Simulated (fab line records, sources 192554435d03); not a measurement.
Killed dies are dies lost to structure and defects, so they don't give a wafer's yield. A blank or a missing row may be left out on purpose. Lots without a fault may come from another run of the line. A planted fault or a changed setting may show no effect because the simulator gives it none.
Chamber matching | flow n5_finfet | N5_ILD0_CMP_03 on cmp-02: 4 sister chambers
The step polishes, stops on SiNx, t overpolish 1.9 s, target thk 197.38 nm. 14 wafers are shown with their chamber, then 7 later ones without.

WAFERS WITH THEIR CHAMBER
wafer  | chamber | motor_current_A (A) | time_to_endpoint_s (s) | overpolish_run_s (s)
L075.1 | 3       | 11.6                | 77                     | 1.896
L075.2 | 1       | 13.1                | 75                     | 1.919
L075.4 | 0       | 14.2                | 71                     | 1.900
L077.2 | 1       | 13.9                | 74                     | 1.900
L077.3 | 0       | 13.6                | 72                     | 1.910
L077.4 | 2       | 15.0                | 79                     | 1.898
L079.1 | 2       | 15.5                | 83                     | 1.901
L079.2 | 0       | 14.3                | 74                     | 1.900
L079.4 | 1       | 13.3                | 79                     | 1.902
L081.1 | 3       | 11.4                | 79                     | 1.884
L085.2 | 1       | 14.0                | 73                     | 1.897
L085.3 | 0       | 13.9                | 64                     | 1.899
L086.3 | 0       | 12.8                | 67                     | 1.908
L086.4 | 2       | 15.4                | 74                     | 1.887

SIGNATURES (means of the wafers above)
reading            | chamber 0 | chamber 1 | chamber 2 | chamber 3 | scatter within a chamber
motor_current_A    | 13.760    | 13.575    | 15.300    | 11.500    | 0.469
time_to_endpoint_s | 69.60     | 75.25     | 78.67     | 78.00     | 3.59
overpolish_run_s   | 1.90340   | 1.90450   | 1.89533   | 1.89000   | 0.00762
Rule: a wafer's distance from a chamber is the root of the sum, over the readings, of the square of ((its reading less the chamber's mean) divided by the reading's scatter). The wafer belongs to the nearest chamber; if the next one is less than 2 further off, it can't be placed. The scatter: the root of (the sum of the squares of (reading less its chamber's mean) over the shown wafers, divided by (wafers less chambers)).

WAFERS WITHOUT THEIR CHAMBER
wafer  | motor_current_A (A) | time_to_endpoint_s (s) | overpolish_run_s (s)
L090.2 | 11.1                | 68                     | 1.905
L094.2 | 12.5                | 69                     | 1.894
L094.3 | 12.7                | 72                     | 1.924
L096.1 | 14.1                | 67                     | 1.895
L096.4 | 15.8                | 76                     | 1.910
L097.2 | 13.6                | 70                     | 1.918
L097.4 | 15.7                | 75                     | 1.888

WHICH CHAMBER EACH WENT THROUGH
wafer  | from the rows above          | in truth
L090.2 | 3                            | 3
L094.2 | can't be placed: 0 or 1 or 3 | 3
L094.3 | can't be placed: 1 or 0      | 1
L096.1 | can't be placed: 0 or 1      | 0
L096.4 | 2                            | 2
L097.2 | can't be placed: 0 or 1      | 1
L097.4 | 2                            | 2
Placed correctly: 3 of 7. Can't be placed from these rows: 4 (the true chamber is among the candidates in 4). Placed wrongly: 0.
